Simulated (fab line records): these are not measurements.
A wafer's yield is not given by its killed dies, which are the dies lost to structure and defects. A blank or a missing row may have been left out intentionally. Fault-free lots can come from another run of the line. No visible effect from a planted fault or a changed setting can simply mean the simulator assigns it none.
Problem report in the 8D (eight disciplines) form, filled by code | flow n5Finfet | the parts of the form that need people (team, actions taken, sign-off) are left out

1. PROBLEM STATEMENT
Wafers free of any fault read 1 nm (standard deviation 5) for NWELL_OVL at N5_WELL_APT_OVL_MEAS_09, against a mean of 32 nm on 6 wafers of 2 lots. That is +6.1 standard deviations from the usual mean.
The first sign was on wafer L137.2 at day 6 01:50, on overlay-02. At this step, 29 wafers from 10 lots have a number in the record. The rule behind "out" and "out of limits": a value lying over 4 standard deviations away from the usual mean. The other wafers with a number count as sound.

2. WHAT IT IS, WHAT IT ISN'T
question                    | is                     | is not
which readings at this step | NWELL_OVL              | -
which lots                  | L137, L139             | L119, L121, L124, L125, L127, L130, L132, L142
which wafers of those lots  | all that have a number | -
read on which gauges        | overlay-02             | overlay-01
when                        | from day 6 01:50       | up to then (20 sound wafers); but 3 sound wafers of L142 came after

3. SUSPECTS, AND WHAT RULES EACH OUT
Counting: a tool stays on the suspect list if, at a process step up to the reading, it processed all lots that are out and no sound lot following the first of them.
- the gauge at N5_WELL_APT_OVL_MEAS_09: kept. All the wafers that are out were read on overlay-02, and no step on other tools shows them out.
- rieSi-02 at N5_ZERO_LAYER_ETCH_18 (etches Si in HBr/Cl2, target depth 120 nm, time 40 s): kept. All lots that are out passed through it, beginning with L137 at day 6 00:55, and no sound lot followed; its final sound lot before that point was L130 at day 4 06:49.
- krfScanner-01 at N5_WELL_APT_EXPOSE_05 (exposes mask NWELL, defocus 0 nm, target cd 200 nm): kept. All lots that are out passed through it, beginning with L137 at day 6 01:39, and no sound lot followed; its final sound lot before that point was L132 at day 4 19:31.
rieSi-02 at N5_ZERO_LAYER_ETCH_18, krfScanner-01 at N5_WELL_APT_EXPOSE_05 and overlay-02 at N5_WELL_APT_OVL_MEAS_09 are what is left after counting.

4. THE CAUSE (what the simulator had put in)
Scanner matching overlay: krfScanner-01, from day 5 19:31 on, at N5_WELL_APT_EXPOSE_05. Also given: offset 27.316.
This tool is one of the 3 suspects left after counting.

5. THE EFFECT CHAIN, in route order
Each row: a reading whose mean over the struck wafers that have a number lies more than 3 standard deviations from the usual. Only readings whose record carries a usual standard deviation are examined. hours: median over the lots of the time between each lot's start at the first step of this table that gives one and its start at this step. sigmas: the change, counted in usual standard deviations.
hours | step                    | reading   | usual | on struck wafers | change | sigmas
0     | N5_WELL_APT_OVL_MEAS_09 | NWELL_OVL | 1 nm  | 32               | +30    | +6.1
Later steps that measure or inspect, where all struck wafers having a row at the step show a number for every such reading and not one has moved that far: N5_WELL_APT_INSPECT_10, N5_WELL_APT_CD_MEAS_25, N5_BEOL_M4_RC_MEAS_101.

6. HOW IT WOULD HAVE BEEN CAUGHT EARLIER
6 hours passed between the start of the fault at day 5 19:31 and the first reading out of limits at a measuring or inspecting step in this record, taken at day 6 01:50.
L139, from the lots that are out (2), started N5_WELL_APT_EXPOSE_05 on krfScanner-01 later than day 6 01:50. A hold on the tool at that time would have spared it.
